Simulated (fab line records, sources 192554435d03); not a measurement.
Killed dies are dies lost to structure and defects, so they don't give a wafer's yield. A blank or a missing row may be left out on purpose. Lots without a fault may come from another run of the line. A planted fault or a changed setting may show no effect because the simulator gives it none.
Chamber matching | flow n5_finfet | N5_BEOL_M15_STRIP_36 on rie_diel-03: 4 sister chambers
The step strips in O2. 4 wafers are shown with their chamber, then 11 later ones without.

WAFERS WITH THEIR CHAMBER
wafer  | chamber | drypump_motor_current_A (A)
L088.4 | 0       | 5.45
L086.2 | 1       | 6.11
L086.3 | 2       | 5.42
L087.2 | 3       | 5.30

WAFERS WITHOUT THEIR CHAMBER
wafer  | drypump_motor_current_A (A)
L087.4 | 5.40
L087.5 | 6.11
L091.2 | 5.43
L091.5 | 5.42
L091.6 | 5.47
L090.1 | 6.08
L090.5 | 5.46
L090.6 | 5.41
L094.2 | 6.12
L094.4 | 5.43
L094.5 | 5.40

WHICH CHAMBER EACH WENT THROUGH
wafer  | from the rows above     | in truth
L087.4 | can't be placed: 2 or 0 | 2
L087.5 | 1                       | 1
L091.2 | can't be placed: 2 or 0 | 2
L091.5 | can't be placed: 2 or 0 | 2
L091.6 | can't be placed: 0 or 2 | 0
L090.1 | 1                       | 1
L090.5 | can't be placed: 0 or 2 | 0
L090.6 | can't be placed: 2 or 0 | 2
L094.2 | 1                       | 1
L094.4 | can't be placed: 2 or 0 | 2
L094.5 | can't be placed: 2 or 0 | 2
Placed correctly: 3 of 11. Can't be placed from these rows: 8 (the true chamber is among the candidates in 8). Placed wrongly: 0.
How it was worked out, from the rows above alone: a wafer's distance from a chamber is the root of the sum, over the readings, of the square of ((its reading less the chamber's mean) divided by the reading's scatter). The wafer belongs to the nearest chamber; if the next one is less than 2 further off, it can't be placed. A chamber's mean is the mean of its shown wafers. The scatter: with one shown wafer a chamber, the root of the mean of the squares of how far each hidden wafer lies from its nearest shown one.
